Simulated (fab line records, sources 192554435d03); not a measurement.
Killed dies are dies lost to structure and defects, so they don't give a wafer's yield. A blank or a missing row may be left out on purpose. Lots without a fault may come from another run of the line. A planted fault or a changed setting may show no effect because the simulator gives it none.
fab line records | flow n5_finfet
record lots=4 wafers=12 last_day=18
route steps=1938 shown MOL_CONTACT_COAG@597 BEOL_M4@1111 PASSIVATION@1936
lots that met no fault: from a run of the same line without faults
start_h: hours from the record's first day to the start of the lot's first wafer shown | wait_h: hours since the lot's step before | " the same as in the row above | L1.1+2: a row that stands for several wafers | - no value, or no start given | * or withheld: withheld | < > ~ a bound
route shown NAME@n: a module of which the file shows steps, and the number in the route of the first | usual: mean/standard deviation of fault-free wafers | same: alike in all rows | chamber/n: place in a boat | sites: the reading at each site | _std_site: their standard deviation | _edge_site: outer sites' mean less inner sites' | radius_mm: how far each site lies from the wafer's centre | mask NAME#n: copy n | behind: the tool/chamber that last shaped the wafer | hold: why the lot was held/for how many hours/how that ended | device: the transistor (n, p or np) that didn't switch | end of line: the same wafers' tests at the end of the route | a step without rows: its recipe alone | killed: dies lost to structure and defects at the first sort, not the wafer's yield | map: a wafer's dies, x killed, . not, _ none there
set.NAME: the setting as run; set.NAME@STEP: as run at that earlier step | model.NAME: the simulator's own value behind a step, which no gauge read
lots at some steps of the route; a table a step, a row a wafer
services: from which hour (start_h, from the record's first day; less than 0 if before it) a tool's chamber was out of use, for how many hours, and why
## steps
# step N5_MOL_CONTACT_COAG_EBR_36
# recipe solvent=PGMEA ebr_width_mm=1.5
# step N5_MOL_CONTACT_COAG_SOFTBAKE_35
# recipe temp_c=110 time_s=60 resist=CAR-EUV
# step N5_MOL_CONTACT_COAG_EXPOSE_37
# recipe mask_id=VD na=0.33 source_shape=annular sigma_inner=0.3 sigma_outer=0.7 polarization=unpolarized defocus_nm=0 dose_mj=62
# step N5_MOL_CONTACT_COAG_PEB_38
# recipe peb_temp_c=100 peb_time_s=60 resist=CAR-EUV
# step N5_MOL_CONTACT_COAG_DEVELOP_39
# recipe develop_time_s=30 developer=TMAH resist=CAR-EUV rinse_liquid=surfactant_rinse dry=air_spin dev_temp_c=23
# step N5_MOL_CONTACT_COAG_DESCUM_45
# recipe chemistry=O2 time_s=7 source_power_w=50 bias_power_w=20 pressure_mtorr=20 rf_frequency_hz=2.712e+07 temp_c=40 resist=CAR-EUV o2_flow_sccm=225
# step N5_MOL_CONTACT_COAG_ETCH_65
# recipe chemistry=N2/H2 target=underlayer target_depth_a=130 mask_material=CAR-EUV time_s=10.4 ion_energy_ev=200 pressure_mtorr=30 source_w=840 bias_w=150 n2_flow_sccm=200 h2_flow_sccm=200 ends=cleared
# step N5_MOL_CONTACT_COAG_ETCH_66
# recipe chemistry=CF4 target=SiARC target_depth_a=130 mask_material=CAR-EUV time_s=21.7 ion_energy_ev=80 pressure_mtorr=40 source_w=545 bias_w=36 Ar_flow_sccm=100 cf4_flow_sccm=100 ends=cleared
# step N5_MOL_CONTACT_COAG_ALD_133
# recipe material=SiO2 target_thk_a=50 temp_c=100 ald_precursor_family=BDEAS ald_co_reactant=O2-plasma pulse_time_s=1 co_reactant_pulse_time_s=1 purge_time_s=2 co_reactant_purge_time_s=2 ald_cycles=35 pressure_torr=2
# step N5_MOL_CONTACT_COAG_ETCHBACK_134
# recipe chemistry=CHF3 target=SiO2 target_depth_a=100 time_s=6.7 ion_energy_ev=200 pressure_mtorr=30 source_w=610 bias_w=170 Ar_flow_sccm=200 CHF3_flow_sccm=50
# usual CHF3_flow_sccm=50.00/0.16 bias_w=170.0/0.53 drypump_motor_current_A=6.00/0.2 oes_product_au=0.76/0.062 rf_vpp_V=521/9.9 showerhead_plenum_p_Torr=2.32/0.051 throttle_valve_pct=18.78/0.17
# columns lot.wafer tool chamber start_h wait_h CHF3_flow_sccm bias_w drypump_motor_current_A oes_product_au rf_hours_counter_h rf_vpp_V showerhead_plenum_p_Torr throttle_valve_pct model.CAR-EUV_of_MOL_CONTACT_COAG_COAT_34.thk_nm
L322.1 rie_diel-04 2 120.38 0.3 49.99 168.9 5.81 0.71 218 529 2.34 19.00 15.4
L322.2 " 3 " " 49.88 169.8 6.12 0.80 81 513 2.30 18.87 15.4
L322.5 " 1 " " 49.81 169.2 6.06 0.79 - 519 2.29 18.77 15.4
L327.1 rie_diel-04 3 148.15 0.2 - - - - - - - - 17
L327.4 " 0 " " - - - - - - - - 16.8
L327.5 " 3 " " - - - - - - - - 16.6
L328.1 rie_diel-02 0 152.54 0.1 - - - - - - - - 16.6
L328.2 " 3 " " - - - - - - - - 16.8
L328.4 " 3 " " - - - - - - - - 17
L336.1 rie_diel-04 2 199.15 0.1 50.21 169.6 5.83 0.69 242 527 2.33 19.04 15.2
L336.4 " 3 " " 50.05 170.4 6.11 0.78 103 512 2.29 18.92 15.4
L336.6 " 2 " " 50.26 170.4 5.76 0.69 - 529 2.33 19.04 15.2
# step N5_MOL_CONTACT_COAG_ETCH_67
# recipe chemistry=N2/H2 target=SOC target_depth_a=600 overetch_a=210 mask_material=SiARC temp_c=40 time_s=101.2 ion_energy_ev=200 pressure_mtorr=30 source_w=840 bias_w=150 n2_flow_sccm=200 h2_flow_sccm=200
# step N5_BEOL_M4_RC_MEAS_101
# usual DIBL_N=36.3/1.9 DIBL_P=36.6/2.4 IOFF_N=0.17/0.037 IOFF_P=0.23/0.04 ION_N=682/14 ION_P=468/8.6 SS_N=71.6/0.67 SS_P=73.4/0.71 VT_N=248/3.3 VT_P=-248.9/2.9
# columns lot.wafer tool chamber start_h wait_h DIBL_N[mV/V] DIBL_P[mV/V] IOFF_N[nA/um] IOFF_P[nA/um] ION_N[uA/um] ION_P[uA/um] SS_N[mV/dec] SS_P[mV/dec] VT_N[mV] VT_P[mV]
L322.1 prober-01 0 199.25 0.0 34.5 35.7 0.16 0.20 669 455 71.2 72.4 249 -250.8
L322.2 " 0 " " 35.2 37.2 0.18 0.21 688 462 71.9 73.8 247 -250.4
L322.5 " 0 " " 32.3 34.8 0.13 0.19 677 467 71.4 72.4 249 -247.6
L336.1 prober-02 0 331.91 0.0 37.4 37.1 0.17 0.21 676 461 71.5 72.9 247 -250.8
L336.4 " 0 " " 37.4 35.6 0.18 0.20 674 461 72.4 72.9 245 -251.6
L336.6 " 0 " " 35.4 34.7 0.14 0.18 665 455 71.6 72.2 250 -253.6
# step N5_PASSIVATION_PROBE_49
# usual defect_limited_yield=91.2/1.5 killed_at_M0_to_M3=35/12 killed_at_M4_up=14/5.1 killed_at_contacts=13/6 killed_at_front_end=38/12 killed_at_other=4/3.5 killed_dies=104/18 killed_on_rim=13/3.7 killed_open=68/13 killed_short=33/8.1 sort_bin_5_function=5.2/1 sort_bin_6_memory=3.2/0.69 sort_n_pass=1076/18 sort_yield_pct=91.2/1.5
# same gross_dies=1180 killed_at_back_side=0 sort_bin_4_leakage[%]=0 sort_bin_8_speed[%]=0
# columns lot.wafer tool chamber start_h wait_h defect_limited_yield[%] killed_at_M0_to_M3 killed_at_M4_up killed_at_contacts killed_at_front_end killed_at_other killed_dies killed_on_rim killed_open killed_short sort_bin_5_function[%] sort_bin_6_memory[%] sort_n_pass sort_yield_pct[%]
L322.1 prober-01 - 316.99 0.2 91.0 53 14 11 24 4 106 12 73 31 4.2 4.3 1074 91.0
L322.2 prober-01 - 317.04 0.3 89.6 42 9 12 60 0 123 16 85 37 6.3 3.8 1057 89.6
L322.5 prober-01 - 317.19 0.4 89.7 56 18 18 25 5 122 15 81 40 6.4 3.6 1058 89.7
L327.1 prober-01 - 332.45 0.0 0 54 12 1078 31 5 1180 152 87 32 96.1 3.6 0 0
L327.4 prober-01 - 332.60 0.2 0 53 12 1081 30 4 1180 152 71 40 95.8 3.5 0 0
L327.5 prober-01 - 332.65 0.2 0 57 30 1064 26 3 1180 152 80 45 95.6 3.8 0 0
L328.1 prober-01 - 360.58 0.0 0 35 13 1073 59 0 1180 152 72 38 96.6 3.3 0 0
L328.2 prober-01 - 360.63 0.1 0 21 10 1123 22 4 1180 152 55 20 98.1 1.8 0 0
L328.4 prober-01 - 360.73 0.2 0 22 11 1109 38 0 1180 152 47 34 97.2 2.8 0 0
# killed by level:class
L322.1 BEOL_M0_SAQP:geometric_particle:open=12 BEOL_M0_SAQP:geometric_particle:short=12 MOL_CONTACT_COAG:geometric_particle:open=10 BEOL_M1:geometric_particle:open=10 STI_FIN_REVEAL:geometric_particle:open=6 BEOL_M3:geometric_particle:open=6 FIN_SAQP:geometric_particle:short=5 BEOL_M2:geometric_particle:open=5
L322.2 FIN_SAQP:geometric_particle:short=14 FIN_SAQP:geometric_particle:open=12 STI_FIN_REVEAL:geometric_particle:open=12 MOL_CONTACT_COAG:geometric_particle:open=12 BEOL_M3:geometric_particle:open=11 BEOL_M1:geometric_particle:open=9 BEOL_M0_SAQP:geometric_particle:short=8 GATE_CUT:geometric_particle:short=7
L322.5 BEOL_M0_SAQP:geometric_particle:short=15 MOL_CONTACT_COAG:geometric_particle:open=14 BEOL_M0_SAQP:geometric_particle:open=11 BEOL_M1:geometric_particle:open=10 BEOL_M3:geometric_particle:open=10 DUMMY_GATE:geometric_particle:open=8 BEOL_M4:geometric_particle:open=7 FIN_SAQP:geometric_particle:short=4
L327.1 MOL_CONTACT_COAG:area_etchback=1059 MOL_CONTACT_COAG:geometric_particle:open=17 BEOL_M0_SAQP:geometric_particle:open=16 BEOL_M0_SAQP:geometric_particle:short=13 BEOL_M2:geometric_particle:open=11 BEOL_M3:geometric_particle:open=7 FIN_SAQP:geometric_particle:short=6 FIN_SAQP:geometric_particle:open=5
L327.4 MOL_CONTACT_COAG:area_etchback=1065 BEOL_M0_SAQP:geometric_particle:short=19 MOL_CONTACT_COAG:geometric_particle:open=13 BEOL_M1:geometric_particle:open=10 BEOL_M0_SAQP:geometric_particle:open=9 BEOL_M2:geometric_particle:open=8 FIN_SAQP:geometric_particle:open=6 FIN_SAQP:geometric_particle:short=6
L327.5 MOL_CONTACT_COAG:area_etchback=1052 BEOL_M0_SAQP:geometric_particle:short=16 BEOL_M4:geometric_particle:open=15 BEOL_M1:geometric_particle:open=15 BEOL_M0_SAQP:geometric_particle:open=13 MOL_CONTACT_COAG:geometric_particle:open=9 FIN_SAQP:geometric_particle:open=7 BEOL_M2:geometric_particle:open=6
L328.1 MOL_CONTACT_COAG:area_etchback=1066 FIN_SAQP:geometric_particle:open=23 BEOL_M3:geometric_particle:open=14 FIN_SAQP:geometric_particle:short=11 BEOL_M0_SAQP:geometric_particle:short=9 STI_FIN_REVEAL:geometric_particle:open=6 STI_FIN_REVEAL:geometric_particle:short=5 BEOL_M0_SAQP:geometric_particle:open=5
L328.2 MOL_CONTACT_COAG:area_etchback=1105 MOL_CONTACT_COAG:geometric_particle:open=16 BEOL_M3:geometric_particle:open=6 FIN_SAQP:geometric_particle:short=5 STI_FIN_REVEAL:geometric_particle:open=4 BEOL_M0_SAQP:geometric_particle:open=4 BEOL_M2:geometric_particle:open=4 BEOL_M4:geometric_particle:open=4
L328.4 MOL_CONTACT_COAG:area_etchback=1099 FIN_SAQP:geometric_particle:short=14 MOL_CONTACT_COAG:geometric_particle:open=9 FIN_SAQP:geometric_particle:open=6 BEOL_M0_SAQP:geometric_particle:open=6 BEOL_M3:geometric_particle:open=5 BEOL_M0_SAQP:geometric_particle:short=5 STARTING-WAFER:geometric_particle:short=4
# map L327.1 (x killed, . not)
_________________xxxxxxxxxxxx________________
______________xxxxxxxxxxxxxxxxxx_____________
___________xxxxxxxxxxxxxxxxxxxxxxxx__________
__________xxxxxxxxxxxxxxxxxxxxxxxxxx_________
________xxxxxxxxxxxxxxxxxxxxxxxxxxxxxx_______
_______xxxxxxxxxxxxxxxxxxxxxxxxxxxxxxxx______
______xxxxxxxxxxxxxxxxxxxxxxxxxxxxxxxxxx_____
_____xxxxxxxxxxxxxxxxxxxxxxxxxxxxxxxxxxxx____
____xxxxxxxxxxxxxxxxxxxxxxxxxxxxxxxxxxxxxx___
___xxxxxxxxxxxxxxxxxxxxxxxxxxxxxxxxxxxxxxxx__
___xxxxxxxxxxxxxxxxxxxxxxxxxxxxxxxxxxxxxxxx__
__xxxxxxxxxxxxxxxxxxxxxxxxxxxxxxxxxxxxxxxxxx_
__xxxxxxxxxxxxxxxxxxxxxxxxxxxxxxxxxxxxxxxxxx_
_xxxxxxxxxxxxxxxxxxxxxxxxxxxxxxxxxxxxxxxxxxxx
_xxxxxxxxxxxxxxxxxxxxxxxxxxxxxxxxxxxxxxxxxxxx
_xxxxxxxxxxxxxxxxxxxxxxxxxxxxxxxxxxxxxxxxxxxx
_xxxxxxxxxxxxxxxxxxxxxxxxxxxxxxxxxxxxxxxxxxxx
_xxxxxxxxxxxxxxxxxxxxxxxxxxxxxxxxxxxxxxxxxxxx
_xxxxxxxxxxxxxxxxxxxxxxxxxxxxxxxxxxxxxxxxxxxx
_xxxxxxxxxxxxxxxxxxxxxxxxxxxxxxxxxxxxxxxxxxxx
_xxxxxxxxxxxxxxxxxxxxxxxxxxxxxxxxxxxxxxxxxxxx
__xxxxxxxxxxxxxxxxxxxxxxxxxxxxxxxxxxxxxxxxxx_
__xxxxxxxxxxxxxxxxxxxxxxxxxxxxxxxxxxxxxxxxxx_
___xxxxxxxxxxxxxxxxxxxxxxxxxxxxxxxxxxxxxxxx__
___xxxxxxxxxxxxxxxxxxxxxxxxxxxxxxxxxxxxxxxx__
____xxxxxxxxxxxxxxxxxxxxxxxxxxxxxxxxxxxxxx___
_____xxxxxxxxxxxxxxxxxxxxxxxxxxxxxxxxxxxx____
______xxxxxxxxxxxxxxxxxxxxxxxxxxxxxxxxxx_____
_______xxxxxxxxxxxxxxxxxxxxxxxxxxxxxxxx______
________xxxxxxxxxxxxxxxxxxxxxxxxxxxxxx_______
__________xxxxxxxxxxxxxxxxxxxxxxxxxx_________
___________xxxxxxxxxxxxxxxxxxxxxxxx__________
______________xxxxxxxxxxxxxxxxxx_____________
_________________xxxxxxxxxxxx________________
# map L328.1 (x killed, . not)
_________________xxxxxxxxxxxx________________
______________xxxxxxxxxxxxxxxxxx_____________
___________xxxxxxxxxxxxxxxxxxxxxxxx__________
__________xxxxxxxxxxxxxxxxxxxxxxxxxx_________
________xxxxxxxxxxxxxxxxxxxxxxxxxxxxxx_______
_______xxxxxxxxxxxxxxxxxxxxxxxxxxxxxxxx______
______xxxxxxxxxxxxxxxxxxxxxxxxxxxxxxxxxx_____
_____xxxxxxxxxxxxxxxxxxxxxxxxxxxxxxxxxxxx____
____xxxxxxxxxxxxxxxxxxxxxxxxxxxxxxxxxxxxxx___
___xxxxxxxxxxxxxxxxxxxxxxxxxxxxxxxxxxxxxxxx__
___xxxxxxxxxxxxxxxxxxxxxxxxxxxxxxxxxxxxxxxx__
__xxxxxxxxxxxxxxxxxxxxxxxxxxxxxxxxxxxxxxxxxx_
__xxxxxxxxxxxxxxxxxxxxxxxxxxxxxxxxxxxxxxxxxx_
_xxxxxxxxxxxxxxxxxxxxxxxxxxxxxxxxxxxxxxxxxxxx
_xxxxxxxxxxxxxxxxxxxxxxxxxxxxxxxxxxxxxxxxxxxx
_xxxxxxxxxxxxxxxxxxxxxxxxxxxxxxxxxxxxxxxxxxxx
_xxxxxxxxxxxxxxxxxxxxxxxxxxxxxxxxxxxxxxxxxxxx
_xxxxxxxxxxxxxxxxxxxxxxxxxxxxxxxxxxxxxxxxxxxx
_xxxxxxxxxxxxxxxxxxxxxxxxxxxxxxxxxxxxxxxxxxxx
_xxxxxxxxxxxxxxxxxxxxxxxxxxxxxxxxxxxxxxxxxxxx
_xxxxxxxxxxxxxxxxxxxxxxxxxxxxxxxxxxxxxxxxxxxx
__xxxxxxxxxxxxxxxxxxxxxxxxxxxxxxxxxxxxxxxxxx_
__xxxxxxxxxxxxxxxxxxxxxxxxxxxxxxxxxxxxxxxxxx_
___xxxxxxxxxxxxxxxxxxxxxxxxxxxxxxxxxxxxxxxx__
___xxxxxxxxxxxxxxxxxxxxxxxxxxxxxxxxxxxxxxxx__
____xxxxxxxxxxxxxxxxxxxxxxxxxxxxxxxxxxxxxx___
_____xxxxxxxxxxxxxxxxxxxxxxxxxxxxxxxxxxxx____
______xxxxxxxxxxxxxxxxxxxxxxxxxxxxxxxxxx_____
_______xxxxxxxxxxxxxxxxxxxxxxxxxxxxxxxx______
________xxxxxxxxxxxxxxxxxxxxxxxxxxxxxx_______
__________xxxxxxxxxxxxxxxxxxxxxxxxxx_________
___________xxxxxxxxxxxxxxxxxxxxxxxx__________
______________xxxxxxxxxxxxxxxxxx_____________
_________________xxxxxxxxxxxx________________
## services
# columns tool chamber start_h hours kind
rie_diel-04 2 100.26 10.0 repair
rie_diel-02 3 102.85 - clean
rie_diel-02 3 102.85 - consumable_replace:focus_ring
rie_diel-02 3 102.85 13.7 scheduled_down
rie_diel-02 3 102.85 13.7 vent_cycle
rie_diel-02 1 151.07 - clean
rie_diel-02 1 151.07 - consumable_replace:focus_ring
rie_diel-02 1 151.07 - consumable_replace:showerhead
rie_diel-02 1 151.07 18.1 scheduled_down
rie_diel-02 1 151.07 18.1 vent_cycle
rie_diel-04 1 184.51 1.2 repair
## key
first_sign step=N5_MOL_CONTACT_COAG_ETCHBACK_134 reading=tool_record direction=missing
effect step=N5_PASSIVATION_PROBE_49 reading=killed_at_contacts direction=up sigmas=99+ usual=13 struck=1088
model_effect step=N5_MOL_CONTACT_COAG_ETCHBACK_134 value=CAR-EUV_of_MOL_CONTACT_COAG_COAT_34.thk_nm without=15.37 struck=16.8
more_kills_born_at N5_MOL_CONTACT_COAG_ETCHBACK_134@rie_diel-02=3270 N5_MOL_CONTACT_COAG_ETCHBACK_134@rie_diel-04=3176
met_at N5_MOL_CONTACT_COAG_ETCHBACK_134
struck_wafers L327.1,L327.4,L327.5,L328.1,L328.2,L328.4
later_rows_left_out L327.1,L327.4,L327.5,L328.1,L328.2,L328.4
onset_between 120.38 148.15
fault kind=skipped_step_whole tool=rie_diel-02,rie_diel-04 chamber=- onset_h=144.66 steps=N5_MOL_CONTACT_COAG_ETCHBACK_134 scope=struck_lots_only
# later_rows_left_out: the simulator's readings of these wafers behind a module that went badly wrong aren't trusted and aren't shown, but for the sort
